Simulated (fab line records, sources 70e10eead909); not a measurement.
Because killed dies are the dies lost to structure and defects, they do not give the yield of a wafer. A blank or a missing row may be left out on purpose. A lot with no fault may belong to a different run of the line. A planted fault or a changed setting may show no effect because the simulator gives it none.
The tool behind it: which one?    flow nandHarc    23 lots with 69 wafers sampled at 3 steps, on a route of 1302 steps

WHAT THE GAUGES READ, wafer by wafer
NHARC_A_SGD_CUT_INSPECT_25.
lot   measured      on                rawDefectCount
L074  day 19 23:47  defectInspect-01  452 323 368
L075  day 20 06:53  defectInspect-02  348 253 404
L076  day 20 17:36  defectInspect-01  332 324 220
L077  day 21 03:11  defectInspect-02  335 289 385
L078  day 21 03:08  defectInspect-01  447 419 429
L079  day 21 03:15  defectInspect-01  531 449 456
L081  day 22 05:26  defectInspect-01  307 248 256
L082  day 22 23:59  defectInspect-02  308 372 359
L085  day 23 21:13  defectInspect-01  480 438 437
L083  day 23 21:14  defectInspect-02  407 364 313
L084  day 23 21:13  defectInspect-02  361 493 369
L086  day 25 06:18  defectInspect-02  436 276 387
L087  day 25 11:53  defectInspect-02  535 438 396
L088  day 25 11:53  defectInspect-01  292 363 301
L089  day 25 11:56  defectInspect-02  342 487 439
L090  day 26 00:18  defectInspect-01  451 311 383
L092  day 26 15:17  defectInspect-02  493 351 466
L091  day 26 15:19  defectInspect-01  495 352 466
L093  day 27 03:44  defectInspect-02  302 322 383
L095  day 28 01:01  defectInspect-01  384 334 332
L096  day 28 01:04  defectInspect-02  273 430 334
L094  day 28 08:57  defectInspect-01  336 349 320
L097  day 29 01:50  defectInspect-02  401 416 317

NHARC_A_SLIT_OVL_MEAS_10.
lot   measured      on          overlayXNm (nm)  overlayYNm (nm)
L074  day 20 04:45  overlay-02  -0.1 -0.1 0.0    -1.4 -0.9 -1.1
L075  day 20 12:20  overlay-01  -0.1 0.1 0.3     -0.5 -0.2 -0.2
L076  day 20 22:31  overlay-01  -0.5 -1.1 -1.4   0.0 0.4 0.2
L077  day 21 10:15  overlay-01  -0.8 -1.0 -0.7   -0.3 0.1 -0.6
L078  day 21 08:26  overlay-01  -0.8 -1.0 -0.9   -0.6 -0.4 -0.2
L079  day 21 12:18  overlay-02  1.7 0.8 1.4      0.8 0.6 1.1
L081  day 22 10:44  overlay-01  -0.2 -0.3 0.1    -0.1 0.1 0.7
L082  day 23 07:55  overlay-01  -1.0 -1.0 -0.9   -0.9 -1.5 -0.5
L085  day 24 04:46  overlay-02  1.7 0.9 0.6      0.9 0.0 0.0
L083  day 24 05:35  overlay-01  1.1 1.6 1.3      -0.6 -0.5 -0.9
L084  day 24 03:47  overlay-01  -0.3 -0.2 -0.8   0.7 0.3 0.6
L086  day 25 11:40  overlay-02  -1.1 -1.2 -1.4   -0.9 -0.9 -1.2
L087  day 25 16:49  overlay-02  1.3 1.2 0.7      0.3 0.3 0.5
L088  day 25 16:58  overlay-01  1.1 0.5 0.5      0.9 0.9 1.2
L089  day 25 17:08  overlay-02  0.2 0.6 0.4      0.5 0.6 1.0
L090  day 26 05:10  overlay-01  -0.8 -0.7 0.0    -0.7 -1.3 -0.7
L092  day 26 20:42  overlay-02  -0.2 -0.2 0.0    -0.1 -0.2 0.0
L091  day 26 21:17  overlay-01  0.1 0.1 0.3      -0.1 0.1 0.3
L093  day 27 11:02  overlay-02  -0.8 -0.4 -0.6   -0.2 0.1 -0.5
L095  day 28 05:49  overlay-01  0.5 1.3 0.4      -0.7 -0.9 -0.6
L096  day 28 06:07  overlay-02  -0.1 -0.5 -0.8   0.6 0.4 0.6
L094  day 28 17:02  overlay-01  -0.8 -0.4 -0.5   -0.5 -0.4 -0.1
L097  day 29 08:02  overlay-02  1.6 2.1 1.7      -1.6 -1.2 -1.4

TOOL THAT RAN EACH LOT (tool first, then ch and the chambers of the sampled wafers, then the start)
lot   NHARC_A_SGD_CUT_ETCH_59
L074  rieDiel-07 ch 2,3, day 19 23:47 or earlier
L075  rieDiel-10 ch 1,2, day 20 06:53 or earlier
L076  rieDiel-04 ch 0,1,2, day 20 17:36 or earlier
L077  rieDiel-10 ch 1,3, day 21 03:11 or earlier
L078  rieDiel-04 ch 1,2, day 21 03:08 or earlier
L079  rieDiel-10 ch 0,1, day 21 03:15 or earlier
L081  rieDiel-10 ch 0,1,3, day 22 05:26 or earlier
L082  rieDiel-07 ch 0,1,3, day 22 23:59 or earlier
L085  rieDiel-10 ch 0,1,2, day 23 21:13 or earlier
L083  rieDiel-04 ch 0,3, day 23 21:14 or earlier
L084  rieDiel-07 ch 1,2,3, day 23 21:13 or earlier
L086  rieDiel-04 ch 0,3, day 25 06:18 or earlier
L087  rieDiel-10 ch 0,1,3, day 25 11:53 or earlier
L088  rieDiel-10 ch 0,2,3, day 25 11:53 or earlier
L089  rieDiel-07 ch 1,2,3, day 25 11:56 or earlier
L090  rieDiel-10 ch 1,2,3, day 26 00:18 or earlier
L092  rieDiel-04 ch 2,3, day 26 15:17 or earlier
L091  rieDiel-10 ch 2,3, day 26 15:19 or earlier
L093  rieDiel-07 ch 0,3, day 27 03:44 or earlier
L095  rieDiel-04 ch 0,2,3, day 28 01:01 or earlier
L096  rieDiel-10 ch 1,2,3, day 28 01:04 or earlier
L094  rieDiel-10 ch 0,2, day 28 08:57 or earlier
L097  rieDiel-07 ch 1,3, day 29 01:50 or earlier
- NHARC_A_SGD_CUT_ETCH_59: etches the open film in N2/H2, target depth 260 nm, time 406.25 s.

AS READ BY THE TOOLS THEMSELVES (means over the sampled wafers that have a number; for cases with no such wafer, the mark the record gives instead)
NHARC_A_SGD_CUT_ETCH_59.
lot   tool        drypumpMotorCurrentA (A)  h2FlowSccm (sccm)  oesProductAu (a.u.)  rfVppV (V)  showerheadPlenumPTorr (Torr)  throttleValvePct (%)
L074  rieDiel-07  5.9                       149.6              1.007                428.2       1.95                          14.167
L075  rieDiel-10  5.7                       150.0              0.996                431.7       2.11                          14.164
L076  rieDiel-04  6.0                       150.1              1.011                430.5       2.05                          14.171
L077  rieDiel-10  6.0                       149.8              1.003                428.9       1.97                          14.168
L078  rieDiel-04  5.6                       150.0              1.010                429.8       2.01                          14.175
L079  rieDiel-10  5.8                       149.9              1.007                431.2       2.04                          14.170
L081  rieDiel-10  5.9                       149.8              1.004                430.7       2.03                          14.173
L082  rieDiel-07  6.3                       150.2              0.997                432.8       2.10                          14.171
L085  rieDiel-10  5.7                       150.1              1.010                431.4       2.10                          14.177
L083  rieDiel-04  6.1                       150.2              1.001                434.3       2.17                          14.162
L084  rieDiel-07  6.1                       150.1              1.003                429.4       2.01                          14.176
L086  rieDiel-04  6.1                       149.5              1.014                433.5       2.17                          14.176
L087  rieDiel-10  5.9                       149.8              1.001                430.4       2.03                          14.175
L088  rieDiel-10  5.8                       150.3              1.000                431.6       2.09                          14.171
L089  rieDiel-07  6.1                       150.1              1.003                429.8       2.00                          14.166
L090  rieDiel-10  5.9                       149.6              1.000                429.9       2.03                          14.170
L092  rieDiel-04  6.1                       149.8              1.005                432.9       2.11                          14.173
L091  rieDiel-10  6.0                       149.9              0.988                430.5       2.03                          14.171
L093  rieDiel-07  6.1                       150.0              0.996                433.8       2.14                          14.183
L095  rieDiel-04  6.2                       150.0              1.010                431.7       2.10                          14.179
L096  rieDiel-10  5.9                       150.0              0.992                430.6       2.03                          14.165
L094  rieDiel-10  5.6                       149.8              1.002                433.5       2.16                          14.165
L097  rieDiel-07  6.2                       150.7              0.993                431.6       2.06                          14.175

THE ANSWER, worked out from the rows above alone
Rule: the lots themselves supply what counts as usual. Put in order of their means at a reading, lots are off if they are a third of the lots or fewer, leave a main group of 4 or more, and stand apart from it by a gap of 3 or more times the standard deviation of the main group's means; of several such gaps the widest counts. A main group whose means are all the same, to the digits that the tables above print for the reading, isn't used. A lot without any number at a reading at which 4 lots or more have one is off too. Any other lot the step has rows for is counted as sound. First the gauges in route order, then the tools' own readings, where a lot's mean is used as printed above. At the first step where some lot is off, the reading lying furthest off is the one used; lots without a number count as furthest.
Nothing can be told from this: no lot is off at any reading shown.

WHAT THE SIMULATOR HAD PUT IN
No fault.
